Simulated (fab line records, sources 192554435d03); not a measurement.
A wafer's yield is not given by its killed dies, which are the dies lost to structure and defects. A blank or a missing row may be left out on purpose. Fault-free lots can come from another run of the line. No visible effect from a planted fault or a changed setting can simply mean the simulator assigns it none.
fab line records	flow n5Finfet
[record] lots = 13	wafers = 35	lastDay = 18
route steps=1938 shown GATE_CUT@488 PASSIVATION@1936
lots untouched by any fault: they come from a run of this same line in which no faults occurred
startH: start of the lot's first displayed wafer, in hours after the record's first day	waitH: time in hours since the lot's previous step	" the same as in the row above	L1.1+2: a single row standing in for several wafers	- no value present, or no start provided	* or withheld: withheld	< > ~ a bound
route shown NAME@n: a module of which the file shows steps, and the number in the route of the first	usual: mean/standard deviation of fault-free wafers	same: alike in all rows	chamber/n: place in a boat	sites: readings site by site	_std_site: the values' standard deviation	_edge_site: inner sites' mean taken away from outer sites' mean	radiusMm: how far each site lies from the wafer's centre	mask NAME#n: copy n	behind: the last tool/chamber to shape the wafer	hold: why the lot went on hold/how many hours it stayed there/how the hold came to an end	device: the transistor (n, p or np) that didn't switch	end of line: the same wafers' tests at the end of the route	a step with no rows: only its recipe	killed: not the wafer's yield, but the dies lost to structure and defects at the first sort	map: shows each die of a wafer: x if killed, . if not, _ if none is there
set.NAME: the setting that was run; set.NAME@STEP: the one run at that earlier step	model.NAME: the simulator's own value behind a step, which no gauge read
one table for each step of the route and one row for each wafer, over a sample of lots
services: from which hour (startH, from the record's first day; less than 0 if before it) a tool's chamber was out of use, for how many hours, and why
[[steps]]
[step N5_GATE_CUT_OVL_MEAS_14]
[recipe] pointsPerWafer = 522
[usual] GATE_CUT_OVL = -0.3/0.71
[same] pointsPerWafer = 522
lot.wafer	tool	chamber	startH	waitH	GATE_CUT_OVL[nm]
L862.3	overlay-02	0	82.87	0.0	1.2
L862.4	"	0	"	"	1.9
L862.5	"	0	"	"	1.3
L863.3	overlay-01	0	87.55	0.0	-1.2
L863.4	"	0	"	"	-1.5
L863.6	"	0	"	"	-1.1
L864.1	overlay-01	0	99.73	0.0	0.1
L864.2	"	0	"	"	0.5
L864.5	"	0	"	"	0.4
L865.1	overlay-01	0	101.97	0.0	0.0
L865.3	"	0	"	"	-0.3
L865.6	"	0	"	"	0.6
L867.1	overlay-01	0	114.68	0.0	-0.6
L867.3	"	0	"	"	0.0
L867.5	"	0	"	"	-0.6
L868.1	overlay-02	0	121.88	0.0	0.2
L868.4	"	0	"	"	0.5
L868.5	"	0	"	"	0.1
L876.2	overlay-01	0	166.40	0.0	-0.9
L876.3	"	0	"	"	-1.2
L877.1	overlay-02	0	179.87	0.0	-1.4
L877.3	"	0	"	"	-0.7
L877.5	"	0	"	"	-0.8
L879.1	overlay-02	0	189.68	0.0	0.8
L879.5	"	0	"	"	-0.2
L881.2	overlay-01	0	200.73	0.0	-0.3
L881.6	"	0	"	"	-1.3
L882.2	overlay-01	0	206.11	0.0	-1.1
L882.4	"	0	"	"	-1.3
L884.1	overlay-02	0	217.29	0.0	-0.8
L884.3	"	0	"	"	-0.4
L884.5	"	0	"	"	-0.5
L885.2	overlay-01	0	223.87	0.0	-1.1
L885.3	"	0	"	"	-1.2
L885.6	"	0	"	"	-0.6
[step N5_GATE_CUT_INSPECT_15]
[recipe] mode = adi	inspectInstrument = brightfield
[usual] rawDefectCount = 150/38
lot.wafer	tool	chamber	startH	waitH	rawDefectCount
L862.3	defectInspect-01	-	82.91	0.0	120
L862.4	"	-	"	"	142
L862.5	"	-	"	"	173
L863.3	defectInspect-02	-	87.60	0.0	141
L863.4	"	-	"	"	208
L863.6	"	-	"	"	128
L864.1	defectInspect-01	-	99.79	0.1	110
L864.2	"	-	"	"	148
L864.5	"	-	"	"	139
L865.1	defectInspect-01	-	102.03	0.1	193
L865.3	"	-	"	"	243
L865.6	"	-	"	"	283
L867.1	defectInspect-02	-	114.74	0.1	149
L867.3	"	-	"	"	131
L867.5	"	-	"	"	171
L868.1	defectInspect-01	-	121.94	0.1	101
L868.4	"	-	"	"	159
L868.5	"	-	"	"	141
L876.2	defectInspect-02	-	166.45	0.0	119
L876.3	"	-	"	"	145
L877.1	defectInspect-01	-	179.92	0.1	249
L877.3	"	-	"	"	176
L877.5	"	-	"	"	156
L879.1	defectInspect-01	-	189.73	0.1	146
L879.5	"	-	"	"	273
L881.2	defectInspect-01	-	200.79	0.0	110
L881.6	"	-	"	"	131
L882.2	defectInspect-01	-	206.17	0.0	208
L882.4	"	-	"	"	183
L884.1	defectInspect-02	-	217.35	0.1	145
L884.3	"	-	"	"	92
L884.5	"	-	"	"	119
L885.2	defectInspect-01	-	223.93	0.0	113
L885.3	"	-	"	"	98
L885.6	"	-	"	"	125
[step N5_GATE_CUT_CUT_ETCH_54]
[recipe] chemistry = Cl2/BCl3	target = TiN	maskMaterial = SiO2	targetDepthA = 967	pressureMtorr = 10	icpW = 1000	biasW = 126	Cl2_flow_sccm = 53.25	bcl3FlowSccm = 21.75	Ar_flow_sccm = 25	ends = cleared
[usual] drypumpMotorCurrentA = 5.8/0.44	etchRfOnTimeS = 36.4/0.55	oes_ar_750_au = 0.84/0.11	oesProductAu = 0.76/0.1	rfFwdPowerW = 978/4.8	throttleValvePct = 22.29/0.23
lot.wafer	tool	chamber	startH	waitH	drypumpMotorCurrentA	etchRfOnTimeS	oes_ar_750_au	oesProductAu	rfFwdPowerW	rfHoursCounterH	throttleValvePct
L862.3	rieMetal-03	0	83.50	0.1	5.7	36.7	0.60	0.53	977	-	22.46
L862.4	"	0	"	"	5.7	36.7	0.60	0.53	975	-	22.45
L862.5	"	0	"	"	5.7	36.7	0.60	0.53	977	-	22.46
L863.3	rieMetal-03	0	88.19	0.1	5.7	36.8	0.60	0.53	984	-	22.46
L863.4	"	0	"	"	5.7	36.8	0.60	0.52	986	-	22.47
L863.6	"	0	"	"	5.7	37.0	0.60	0.53	978	-	22.48
L864.1	rieMetal-02	1	100.27	0.0	6.5	36.7	0.95	0.85	973	5	22.26
L864.2	"	0	"	"	5.1	36.1	0.91	0.83	979	4	22.39
L864.5	"	0	"	"	5.1	35.8	0.90	0.83	980	-	22.39
L865.1	rieMetal-02	0	102.52	0.0	5.0	36.5	0.90	0.83	981	5	22.40
L865.3	"	0	"	"	5.1	36.2	0.91	0.82	982	-	22.40
L865.6	"	1	"	"	6.4	37.0	0.95	0.85	980	-	22.26
L867.1	rieMetal-02	1	115.23	0.0	6.4	36.9	0.94	0.85	977	6	22.27
L867.3	"	0	"	"	5.1	29.7	1.17	0.92	1218	-	22.29
L867.5	"	0	"	"	5.0	29.7	1.18	0.93	1216	-	22.28
L868.1	rieMetal-02	1	122.43	0.0	6.4	36.7	0.95	0.84	973	7	22.26
L868.4	"	0	"	"	5.1	30.0	1.16	0.91	1219	-	22.26
L868.5	"	0	"	"	5.0	29.8	1.17	0.92	1223	-	22.28
L876.2	rieMetal-03	0	166.99	0.0	5.7	36.2	0.96	0.85	981	5	22.12
L876.3	"	1	"	"	5.8	35.7	0.93	0.83	982	-	21.99
L877.1	rieMetal-03	1	180.41	0.0	5.8	35.6	0.91	0.83	982	8	21.99
L877.3	"	0	"	"	5.7	36.5	0.95	0.84	978	-	22.12
L877.5	"	1	"	"	5.8	35.5	0.91	0.83	983	-	21.99
L879.1	rieMetal-01	0	190.22	0.0	5.7	37.1	0.75	0.68	968	57	22.16
L879.5	"	0	"	"	5.7	36.7	0.75	0.68	973	-	22.16
L881.2	rieMetal-03	1	201.27	0.0	5.8	36.1	0.89	0.82	986	9	21.98
L881.6	"	1	"	"	5.8	35.6	0.90	0.82	982	-	21.98
L882.2	rieMetal-02	1	206.65	0.0	6.4	36.8	0.90	0.81	969	14	22.27
L882.4	"	0	"	"	5.0	36.2	0.86	0.79	987	-	22.41
L884.1	rieMetal-02	1	217.83	0.0	6.4	37.1	0.90	0.80	969	15	22.29
L884.3	"	1	"	"	6.4	37.3	0.90	0.81	970	-	22.29
L884.5	"	0	"	"	5.0	36.6	0.86	0.77	981	-	22.40
L885.2	rieMetal-02	0	224.41	0.0	5.1	36.6	0.85	0.77	979	14	22.43
L885.3	"	1	"	"	6.4	37.3	0.90	0.80	975	-	22.28
L885.6	"	1	"	"	6.4	37.4	0.91	0.79	980	-	22.28
[step N5_GATE_CUT_VAPOR_ETCH_49]
[recipe] chemistry = BCl3/Cl2	target = TiAlC	mode = isotropic
[usual] drypumpMotorCurrentA = 5.8/0.44	oesProductAu = 0.84/0.11
lot.wafer	tool	chamber	startH	waitH	drypumpMotorCurrentA	oesProductAu
L862.3	rieMetal-03	0	83.78	0.1	5.7	0.58
L862.4	"	0	"	"	5.7	0.58
L862.5	"	0	"	"	5.7	0.59
L863.3	rieMetal-03	0	88.47	0.1	5.7	0.59
L863.4	"	0	"	"	5.7	0.59
L863.6	"	0	"	"	5.7	0.59
L864.1	rieMetal-02	1	100.42	0.0	6.4	0.95
L864.2	"	0	"	"	5.1	0.92
L864.5	"	0	"	"	5.0	0.92
L865.1	rieMetal-02	0	102.67	0.0	5.1	0.91
L865.3	"	0	"	"	5.1	0.90
L865.6	"	1	"	"	6.4	0.94
L867.1	rieMetal-02	1	115.38	0.0	6.4	0.94
L867.3	"	0	"	"	5.0	0.91
L867.5	"	0	"	"	5.1	0.91
L868.1	rieMetal-02	1	122.58	0.0	6.4	0.93
L868.4	"	0	"	"	5.0	0.90
L868.5	"	0	"	"	5.1	0.91
L876.2	rieMetal-03	0	167.14	0.0	5.7	0.94
L876.3	"	1	"	"	5.8	0.93
L877.1	rieMetal-03	1	180.56	0.0	5.8	0.91
L877.3	"	0	"	"	5.7	0.94
L877.5	"	1	"	"	5.8	0.92
L879.1	rieMetal-01	0	190.37	0.0	5.7	0.76
L879.5	"	0	"	"	5.7	0.76
L881.2	rieMetal-03	1	201.42	0.0	5.8	0.90
L881.6	"	1	"	"	5.8	0.91
L882.2	rieMetal-02	1	206.80	0.0	6.4	0.89
L882.4	"	0	"	"	5.1	0.87
L884.1	rieMetal-02	1	217.98	0.0	6.4	0.89
L884.3	"	1	"	"	6.4	0.90
L884.5	"	0	"	"	5.0	0.86
L885.2	rieMetal-02	0	224.56	0.0	5.1	0.86
L885.3	"	1	"	"	6.4	0.89
L885.6	"	1	"	"	6.4	0.89
[step N5_PASSIVATION_PROBE_49]
[usual] killed_at_M0_to_M3 = 35/11	killed_at_M4_up = 14/5.4	killedAtContacts = 13/6	killedAtFrontEnd = 38/11	killedAtOther = 3.4/2.6	killedDies = 104/19	killedOpen = 68/13	killedShort = 34/8.5
[same] grossDies = 1180	killedAtBackSide = 0
lot.wafer	tool	chamber	startH	waitH	killed_at_M0_to_M3	killed_at_M4_up	killedAtContacts	killedAtFrontEnd	killedAtOther	killedDies	killedOpen	killedShort
L862.3	prober-01	-	315.18	0.1	32	20	12	48	4	116	76	38
L862.4	prober-01	-	315.23	0.2	48	16	13	25	4	106	62	38
L862.5	prober-01	-	315.28	0.2	49	12	9	36	2	108	74	34
L864.1	prober-01	-	319.38	0.0	35	24	14	31	2	106	63	42
L864.2	prober-01	-	319.43	0.1	43	17	19	27	3	109	68	37
L864.5	prober-01	-	319.58	0.2	27	13	17	39	1	97	65	31
L863.3	prober-02	-	320.37	0.3	39	13	10	34	5	101	67	32
L863.4	prober-02	-	320.42	0.3	29	19	6	19	1	74	48	26
L863.6	prober-02	-	320.52	0.4	34	9	4	24	5	76	54	22
L867.1	prober-01	-	321.35	0.0	48	17	15	42	3	125	85	36
L867.3	prober-01	-	321.45	0.1	41	14	9	38	0	102	74	28
L867.5	prober-01	-	321.55	0.2	37	21	7	46	4	115	80	31
L865.1	prober-02	-	332.81	0.0	33	8	17	35	4	97	67	29
L865.3	prober-02	-	332.91	0.1	40	9	16	36	3	104	65	35
L865.6	prober-02	-	333.06	0.3	46	16	20	32	1	115	73	35
L868.1	prober-02	-	346.39	0.0	40	10	3	38	7	98	47	38
L868.4	prober-02	-	346.54	0.2	19	22	17	36	5	99	58	36
L868.5	prober-02	-	346.59	0.2	36	28	4	43	4	115	69	44
L877.1	prober-02	-	389.38	0.0	34	14	17	45	10	120	80	40
L877.3	prober-02	-	389.48	0.1	42	13	5	56	5	121	90	31
L877.5	prober-02	-	389.58	0.2	24	20	26	42	4	116	80	32
L876.2	prober-01	-	393.10	0.1	29	14	3	41	5	92	60	32
L876.3	prober-01	-	393.15	0.1	34	15	23	34	0	106	74	31
L882.2	prober-01	-	409.02	0.1	31	22	20	67	0	140	94	43
L882.4	prober-01	-	409.12	0.2	37	15	16	39	1	108	69	37
L879.1	prober-01	-	410.23	0.0	22	11	26	53	5	117	69	41
L879.5	prober-01	-	410.43	0.2	34	12	14	31	3	94	63	31
L881.2	prober-01	-	414.94	0.1	34	25	10	62	4	135	88	39
L881.6	prober-01	-	415.14	0.3	34	22	12	42	5	115	80	35
L885.2	prober-02	-	436.02	0.1	33	13	19	43	2	110	77	33
L885.3	prober-02	-	436.07	0.1	35	5	16	24	1	81	59	22
L885.6	prober-02	-	436.22	0.3	24	15	20	30	5	94	58	34
L884.1	prober-01	-	436.53	0.0	23	20	3	50	3	99	71	27
L884.3	prober-01	-	436.63	0.1	36	19	12	33	0	100	73	26
L884.5	prober-01	-	436.73	0.2	18	11	10	52	0	91	64	27
// killed by level:class
L862.3 FIN_SAQP:geometricParticle:short=13 FIN_SAQP:geometricParticle:open=9 STI_FIN_REVEAL:geometricParticle:open=9 MOL_CONTACT_COAG:geometricParticle:open=9 BEOL_M4:geometricParticle:open=9 BEOL_M3:geometricParticle:open=8 BEOL_M2:geometricParticle:short=5 GATE_CUT:geometricParticle:short=5
L862.4 BEOL_M3:geometricParticle:open=15 MOL_CONTACT_COAG:geometricParticle:open=10 BEOL_M0_SAQP:geometricParticle:short=9 BEOL_M4:geometricParticle:open=8 BEOL_M2:geometricParticle:open=6 FIN_SAQP:geometricParticle:short=4 GATE_CUT:geometricParticle:short=4 BEOL_M0:geometricParticle:short=4
L862.5 BEOL_M2:geometricParticle:open=17 STI_FIN_REVEAL:geometricParticle:open=11 FIN_SAQP:geometricParticle:open=9 BEOL_M0_SAQP:geometricParticle:open=7 MOL_CONTACT_COAG:geometricParticle:open=6 BEOL_M0_SAQP:geometricParticle:short=5 BEOL_M2:geometricParticle:short=5 FIN_SAQP:geometricParticle:short=4
L864.1 BEOL_M5:geometricParticle:open=11 MOL_CONTACT_COAG:geometricParticle:open=10 STI_FIN_REVEAL:geometricParticle:open=7 BEOL_M0_SAQP:geometricParticle:short=7 BEOL_M0_SAQP:geometricParticle:open=7 BEOL_M3:geometricParticle:open=7 STARTING-WAFER:geometricParticle:short=6 BEOL_M3:geometricParticle:short=5
L864.2 MOL_CONTACT_COAG:geometricParticle:open=13 BEOL_M3:geometricParticle:open=12 BEOL_M0_SAQP:geometricParticle:open=8 BEOL_M0_SAQP:geometricParticle:short=7 BEOL_M2:geometricParticle:open=7 FIN_SAQP:geometricParticle:short=6 FIN_SAQP:geometricParticle:open=6 GATE_CUT:geometricParticle:short=6
L864.5 STI_FIN_REVEAL:geometricParticle:open=12 MOL_CONTACT_COAG:geometricParticle:open=12 BEOL_M1:geometricParticle:open=10 FIN_SAQP:geometricParticle:short=5 MOL_CONTACT_COAG:geometricParticle:short=5 BEOL_M0_SAQP:geometricParticle:short=4 BEOL_M1:geometricParticle:short=4 STARTING-WAFER:geometricParticle:open=4
L863.3 FIN_SAQP:geometricParticle:open=9 MOL_CONTACT_COAG:geometricParticle:open=9 BEOL_M3:geometricParticle:open=8 BEOL_M0_SAQP:geometricParticle:short=7 BEOL_M0_SAQP:geometricParticle:open=6 BEOL_M2:geometricParticle:open=6 BEOL_M1:geometricParticle:open=5 BEOL_M3:geometricParticle:short=5
L863.4 BEOL_M0_SAQP:geometricParticle:short=9 BEOL_M4:geometricParticle:open=8 BEOL_M1:geometricParticle:open=7 STI_FIN_REVEAL:geometricParticle:open=6 GATE_CUT:geometricParticle:short=4 MOL_CONTACT_COAG:geometricParticle:open=4 BEOL_M0_SAQP:geometricParticle:open=4 BEOL_M5:geometricParticle:open=4
L863.6 BEOL_M1:geometricParticle:open=10 BEOL_M3:geometricParticle:open=7 STARTING-WAFER:geometricParticle:short=6 FIN_SAQP:geometricParticle:open=5 BEOL_M0_SAQP:geometricParticle:open=5 DUMMY_GATE:geometricParticle:open=4 MOL_CONTACT_COAG:geometricParticle:open=4 BEOL_M0_SAQP:geometricParticle:short=4
L867.1 BEOL_M2:geometricParticle:open=14 MOL_CONTACT_COAG:geometricParticle:open=11 FIN_SAQP:geometricParticle:open=8 BEOL_M1:geometricParticle:open=8 BEOL_M4:geometricParticle:open=7 BEOL_M0_SAQP:geometricParticle:open=6 STI_FIN_REVEAL:geometricParticle:open=6 BEOL_M0:geometricParticle:open=6
L867.3 BEOL_M0_SAQP:geometricParticle:open=10 STI_FIN_REVEAL:geometricParticle:open=8 FIN_SAQP:geometricParticle:open=7 MOL_CONTACT_COAG:geometricParticle:open=7 BEOL_M0_SAQP:geometricParticle:short=7 BEOL_M2:geometricParticle:open=7 BEOL_M0:geometricParticle:open=7 BEOL_M4:geometricParticle:open=7
L867.5 STI_FIN_REVEAL:geometricParticle:open=12 BEOL_M4:geometricParticle:open=10 BEOL_M1:geometricParticle:open=9 MOL_CONTACT_COAG:geometricParticle:open=7 BEOL_M3:geometricParticle:open=6 FIN_SAQP:geometricParticle:open=5 BEOL_M0_SAQP:geometricParticle:open=5 BEOL_M2:geometricParticle:open=5
L865.1 BEOL_M0_SAQP:geometricParticle:open=13 MOL_CONTACT_COAG:geometricParticle:open=9 DUMMY_GATE:geometricParticle:open=8 MOL_CONTACT_COAG:geometricParticle:short=8 FIN_SAQP:geometricParticle:open=6 STARTING-WAFER:geometricParticle:open=6 BEOL_M1:geometricParticle:open=6 BEOL_M0_SAQP:geometricParticle:short=5
L865.3 STI_FIN_REVEAL:geometricParticle:open=11 MOL_CONTACT_COAG:geometricParticle:open=10 BEOL_M1:geometricParticle:open=10 BEOL_M2:geometricParticle:open=9 BEOL_M1:geometricParticle:short=7 MOL_CONTACT_COAG:geometricParticle:short=6 FIN_SAQP:geometricParticle:short=5 GATE_CUT:geometricParticle:short=5
L865.6 MOL_CONTACT_COAG:geometricParticle:open=16 BEOL_M0_SAQP:geometricParticle:short=11 BEOL_M2:geometricParticle:open=11 BEOL_M1:geometricParticle:open=8 BEOL_M4:geometricParticle:open=8 FIN_SAQP:geometricParticle:short=5 STI_FIN_REVEAL:geometricParticle:open=5 BEOL_M3:geometricParticle:open=5
L868.1 BEOL_M3:geometricParticle:short=12 HKMG_FIN:areaEtch=12 FIN_SAQP:geometricParticle:short=10 BEOL_M2:geometricParticle:open=8 BEOL_M4:geometricParticle:open=6 BEOL_M3:geometricParticle:open=5 BEOL_M0_SAQP:geometricParticle:open=4 BEOL_M0_SAQP:geometricParticle:short=4
L868.4 BEOL_M4:geometricParticle:open=10 MOL_CONTACT_COAG:geometricParticle:open=10 FIN_SAQP:geometricParticle:short=8 MOL_CONTACT_COAG:geometricParticle:short=7 FIN_SAQP:geometricParticle:open=6 BEOL_M1:geometricParticle:open=6 HKMG_FIN:areaEtch=5 BEOL_M0:geometricParticle:open=4
L868.5 BEOL_M4:geometricParticle:open=15 FIN_SAQP:geometricParticle:open=13 FIN_SAQP:geometricParticle:short=10 BEOL_M0:geometricParticle:open=8 BEOL_M4:geometricParticle:short=8 BEOL_M1:geometricParticle:open=7 BEOL_M0_SAQP:geometricParticle:short=6 BEOL_M0_SAQP:geometricParticle:open=5
L877.1 MOL_CONTACT_COAG:geometricParticle:open=15 FIN_SAQP:geometricParticle:open=14 BEOL_M2:geometricParticle:open=10 BEOL_M4:geometricParticle:open=7 STI_FIN_REVEAL:geometricParticle:open=6 BEOL_M1:geometricParticle:open=6 FIN_SAQP:geometricParticle:short=5 STARTING-WAFER:geometricParticle:short=5
L877.3 STI_FIN_REVEAL:geometricParticle:open=19 BEOL_M2:geometricParticle:open=12 GATE_CUT:geometricParticle:short=9 BEOL_M0_SAQP:geometricParticle:open=7 BEOL_M0:geometricParticle:open=6 BEOL_M0_SAQP:geometricParticle:short=5 BEOL_M4:geometricParticle:open=5 STARTING-WAFER:geometricParticle:open=5
L877.5 MOL_CONTACT_COAG:geometricParticle:open=21 BEOL_M4:geometricParticle:open=11 STI_FIN_REVEAL:geometricParticle:open=9 BEOL_M2:geometricParticle:open=9 FIN_SAQP:geometricParticle:short=6 DUMMY_GATE:geometricParticle:open=6 GATE_CUT:geometricParticle:short=5 MOL_CONTACT_COAG:geometricParticle:short=5
L876.2 BEOL_M1:geometricParticle:open=13 FIN_SAQP:geometricParticle:open=10 GATE_CUT:geometricParticle:short=10 BEOL_M4:geometricParticle:open=9 STI_FIN_REVEAL:geometricParticle:open=5 BEOL_M0_SAQP:geometricParticle:short=5 STI_FIN_REVEAL:geometricParticle:short=4 BEOL_M0:geometricParticle:open=4
L876.3 MOL_CONTACT_COAG:geometricParticle:open=21 FIN_SAQP:geometricParticle:open=11 BEOL_M0_SAQP:geometricParticle:short=9 BEOL_M4:geometricParticle:open=9 BEOL_M0_SAQP:geometricParticle:open=8 BEOL_M1:geometricParticle:open=6 BEOL_M2:geometricParticle:open=6 FIN_SAQP:geometricParticle:short=5
L882.2 STI_FIN_REVEAL:geometricParticle:open=20 MOL_CONTACT_COAG:geometricParticle:open=16 FIN_SAQP:geometricParticle:short=14 BEOL_M4:geometricParticle:open=14 BEOL_M3:geometricParticle:open=9 FIN_SAQP:geometricParticle:open=8 STI_FIN_REVEAL:geometricParticle:short=5 BEOL_M0_SAQP:geometricParticle:short=5
L882.4 MOL_CONTACT_COAG:geometricParticle:open=15 BEOL_M3:geometricParticle:open=13 BEOL_M0_SAQP:geometricParticle:open=9 BEOL_M0_SAQP:geometricParticle:short=9 FIN_SAQP:geometricParticle:short=8 STI_FIN_REVEAL:geometricParticle:open=6 FIN_SAQP:geometricParticle:open=6 STI_FIN_REVEAL:geometricParticle:short=4
L879.1 MOL_CONTACT_COAG:geometricParticle:open=22 STI_FIN_REVEAL:geometricParticle:open=13 FIN_SAQP:geometricParticle:short=8 STI_FIN_REVEAL:geometricParticle:short=7 BEOL_M0_SAQP:geometricParticle:open=7 GATE_CUT:geometricParticle:short=6 HKMG_FIN:areaEtch=6 BEOL_M2:geometricParticle:open=5
L879.5 BEOL_M0_SAQP:geometricParticle:open=14 MOL_CONTACT_COAG:geometricParticle:open=11 FIN_SAQP:geometricParticle:open=7 GATE_CUT:geometricParticle:short=7 BEOL_M0_SAQP:geometricParticle:short=6 FIN_SAQP:geometricParticle:short=5 BEOL_M2:geometricParticle:open=5 BEOL_M3:geometricParticle:open=5
L881.2 FIN_SAQP:geometricParticle:open=16 FIN_SAQP:geometricParticle:short=12 MOL_CONTACT_COAG:geometricParticle:open=10 BEOL_M0_SAQP:geometricParticle:open=10 BEOL_M0_SAQP:geometricParticle:short=9 BEOL_M4:geometricParticle:open=9 HKMG_FIN:areaEtch=8 STI_FIN_REVEAL:geometricParticle:open=7
L881.6 MOL_CONTACT_COAG:geometricParticle:open=12 BEOL_M4:geometricParticle:open=11 FIN_SAQP:geometricParticle:short=10 FIN_SAQP:geometricParticle:open=7 STI_FIN_REVEAL:geometricParticle:open=7 BEOL_M0_SAQP:geometricParticle:open=7 BEOL_M0_SAQP:geometricParticle:short=6 BEOL_M1:geometricParticle:open=6
L885.2 MOL_CONTACT_COAG:geometricParticle:open=16 BEOL_M2:geometricParticle:open=12 GATE_CUT:geometricParticle:open=6 BEOL_M1:geometricParticle:open=6 FIN_SAQP:geometricParticle:open=5 BEOL_M4:geometricParticle:open=5 STARTING-WAFER:geometricParticle:open=5 BEOL_M0_SAQP:geometricParticle:short=5
L885.3 MOL_CONTACT_COAG:geometricParticle:open=12 BEOL_M2:geometricParticle:open=11 BEOL_M1:geometricParticle:open=8 MOL_CONTACT_COAG:geometricParticle:short=4 BEOL_M0_SAQP:geometricParticle:open=4 BEOL_M0_SAQP:geometricParticle:short=4 BEOL_M3:geometricParticle:open=4 STARTING-WAFER:geometricParticle:short=4
L885.6 MOL_CONTACT_COAG:geometricParticle:open=14 STI_FIN_REVEAL:geometricParticle:open=6 BEOL_M4:geometricParticle:open=6 MOL_CONTACT_COAG:geometricParticle:short=6 BEOL_M0_SAQP:geometricParticle:open=5 BEOL_M0_SAQP:geometricParticle:short=4 BEOL_M2:geometricParticle:open=4 BEOL_M5:geometricParticle:open=4
L884.1 STI_FIN_REVEAL:geometricParticle:open=19 BEOL_M4:geometricParticle:open=10 FIN_SAQP:geometricParticle:open=8 BEOL_M1:geometricParticle:open=8 FIN_SAQP:geometricParticle:short=5 GATE_CUT:geometricParticle:short=5 BEOL_M0:geometricParticle:open=5 STARTING-WAFER:geometricParticle:short=4
L884.3 BEOL_M3:geometricParticle:open=12 MOL_CONTACT_COAG:geometricParticle:open=11 BEOL_M4:geometricParticle:open=9 STI_FIN_REVEAL:geometricParticle:open=7 BEOL_M2:geometricParticle:open=7 GATE_CUT:geometricParticle:short=5 BEOL_M0_SAQP:geometricParticle:short=5 BEOL_M0_SAQP:geometricParticle:open=5
L884.5 STI_FIN_REVEAL:geometricParticle:open=13 FIN_SAQP:geometricParticle:open=9 FIN_SAQP:geometricParticle:short=8 BEOL_M1:geometricParticle:open=8 BEOL_M4:geometricParticle:open=8 MOL_CONTACT_COAG:geometricParticle:open=6 BEOL_M3:geometricParticle:open=5 GATE_CUT:geometricParticle:open=4
[[services]]
tool	chamber	startH	hours	kind
rieMetal-03	1	64.83	11.2	repair
rieMetal-03	0	115.34	-	clean
rieMetal-03	0	115.34	12.2	scheduledDown
rieMetal-03	0	115.34	12.2	ventCycle
rieMetal-03	1	119.22	8.1	repair
[[key]]
[firstSign] step = N5_GATE_CUT_CUT_ETCH_54	reading = rfFwdPowerW	direction = up	sigmas = 51	usual = *	struck = *
[effect] step = N5_GATE_CUT_CUT_ETCH_54	reading = etchRfOnTimeS	direction = down	sigmas = 12	usual = *	struck = *
metAt N5_GATE_CUT_CUT_ETCH_54
struckLots L867,L868
struckWafers L867.3,L867.5,L868.4,L868.5
testerLeftOut L867,L868
[baselineLoss] step = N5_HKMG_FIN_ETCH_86	wafers = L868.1
notActingAt N5_GATE_CUT_OVL_MEAS_14,N5_GATE_CUT_INSPECT_15,N5_GATE_CUT_VAPOR_ETCH_49
onsetBetween 102.52 115.23
[fault] kind = processParameterDrift	tool = rieMetal-02	chamber = 0	onsetH = 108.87	steps = N5_GATE_CUT_CUT_ETCH_54	channel = icpW	offset = 240	shape = step	endH = 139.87	actsIn = theseRecipesOnly	stated = 1000
// testerLeftOut: of these lots the tester's yield and bins aren't shown, on N5 and GAA mostly nor the transistor test; their killed dies are dies lost to structure and defects alone, not to doping, threshold or leakage, so they don't give the yield
// baselineLoss: these wafers lose ten dies or more at that step, a loss of the line's own and not of a fault; the sort's usual values leave them out
